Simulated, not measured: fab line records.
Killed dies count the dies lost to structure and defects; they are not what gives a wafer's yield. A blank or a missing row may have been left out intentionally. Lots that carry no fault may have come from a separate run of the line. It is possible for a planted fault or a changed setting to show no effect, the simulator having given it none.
A lot that was struck, set against a sound lot / flow n5-finfet / 15 steps out of a route of 1938
Sound: wafers L613.1, L613.2, L613.4. Wafers struck: L619.1, L619.2, L619.4. Last of all comes the cause.
Per side, at each step with rows, come the tool, then ch with its chambers, and then its first start. Under that, the readings that differ: sound wafers / struck wafers / difference of the means / sigmas: that difference in standard deviations of wafers without a fault.
alike: readings whose means differ by less than 2 such deviations, and words and numbers that are the same on both sides. not compared: withheld readings, readings that some wafer has no value for, bounds like >300 that may hide the same value, and numbers for which the record gives no deviation and whose values overlap.
The two part at a step that has a row with sigmas, a row that says differs or no value, or rows on one side only. Numbers that don't overlap but have no deviation are shown without sigmas and don't part them. A reading missing from all wafers of one side parts the sides only when that side holds two or more wafers.

N5_BEOL_M7_VIA_ETCH_34: etches SiCOH lowk in C4F6/O2, target depth 125.5 nm, time 50.5 s.
  sound on rie-diel-03 ch 0,2,3, day 9 20:11; struck on rie-diel-03 ch 0,1,2, day 12 02:34
  alike: bias-w, drypump-motor-current-A, oes-product-au, rf-vpp-V, showerhead-plenum-p-Torr, throttle-valve-pct
  not compared: rf-hours-counter-h
then, 1 step without rows for these wafers: N5_BEOL_M7_STRIP_76 (strips in C4F6/O2).
N5_BEOL_M7_STRIP_36: strips in N2/H2.
  sound on rie-diel-03 ch 0,2,3, day 9 20:14; struck on rie-diel-03 ch 0,1,2, day 12 02:37
  alike: drypump-motor-current-A, oes-product-au, rf-vpp-V, showerhead-plenum-p-Torr, throttle-valve-pct
  not compared: rf-hours-counter-h
N5_BEOL_M7_TRENCH_ETCH_37: etches SiCOH lowk in C4F6/O2, target depth 93.478 nm, time 31.2 s.
  sound on rie-diel-03 ch 0,2,3; struck on rie-diel-03 ch 0,1,2
  alike: bias-w, drypump-motor-current-A, oes-product-au, rf-vpp-V, showerhead-plenum-p-Torr, throttle-valve-pct
  not compared: rf-hours-counter-h
N5_BEOL_M7_ETCH_41: etches SiCN in CH3F/O2, target depth 31.9 nm, time 57.8 s.
  sound on rie-diel-03 ch 0,2,3; struck on rie-diel-03 ch 0,1,2
  alike: bias-w, drypump-motor-current-A, oes-product-au, rf-vpp-V, showerhead-plenum-p-Torr, throttle-valve-pct
  not compared: rf-hours-counter-h
N5_BEOL_M7_STRIP_80: strips in N2/H2, time 10 s.
  sound on rie-diel-03 ch 0,2,3; struck on rie-diel-03 ch 0,1,2
  alike: drypump-motor-current-A, oes-product-au, rf-vpp-V, showerhead-plenum-p-Torr, throttle-valve-pct
  not compared: rf-hours-counter-h
N5_BEOL_M7_OCD_MEAS_38:
  sound on ocd-01 at day 9 20:26; struck on ocd-01 at day 12 02:49
  alike: trench-depth-nm
then, 4 steps without rows for these wafers: N5_BEOL_M7_HM_STRIP_39 (strips TiN in peroxide tin strip, target depth 25 nm, time 158 s); N5_BEOL_M7_SRD_40 (time 30 s); N5_BEOL_M7_PRECLEAN_42 (cleans in residue remover, time 60 s); N5_BEOL_M7_SRD_43 (time 30 s).
N5_BEOL_M7_CD_MEAS_35: the cd target is 40 nm.
  sound on cd-sem-03 at day 9 20:35; struck on cd-sem-03 at day 12 02:58
  alike: cd-nm
N5_BEOL_M7_CURE_75: cures SiCOH lowk, time 120 s.
  sound on uv-cure-03 ch 2, day 9 20:38; struck on uv-cure-02 ch 2, day 12 03:16
  no value came back on the struck wafers for lamp-power-pct (%), run-length-s (s), wafer_temp_C_max; on the sound wafers lamp-power-pct (%) reads 52.36 52.35 52.36
then, 1 step without rows for these wafers: N5_BEOL_M7_DEGAS_44 (time 60 s).
-- record jumps: 4 days separate the struck wafers' starts on either side; left off in module BEOL_M7, taken up again in module PASSIVATION, whose first shown step is the route's number 1936 --
N5_PASSIVATION_PROBE_49:
  sound on prober-01 at day 13 03:47; struck on prober-01 at day 15 19:27
reading=killed_at_M4_up; sound=6 14 14; struck=7 36 22; difference=+10; sigmas=+2
reading=killed-at-front-end; sound=34 25 20; struck=64 37 65; difference=+29; sigmas=+3
reading=killed-at-other; sound=4 0 0; struck=7 11 3; difference=+6; sigmas=+2
  alike: defect-limited-yield, killed_at_M0_to_M3, killed-at-contacts, killed-dies, killed-open, killed-short, sort_bin_5_function, sort_bin_6_memory, sort-n-pass, sort-yield-pct

WHERE THEY PART
First at N5_BEOL_M7_CURE_75; last, within this record, at N5_PASSIVATION_PROBE_49.

WHY: what the simulator had put in
At N5_BEOL_M7_CURE_75, the step was skipped entirely on uv-cure-02 from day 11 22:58 on. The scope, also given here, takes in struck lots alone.
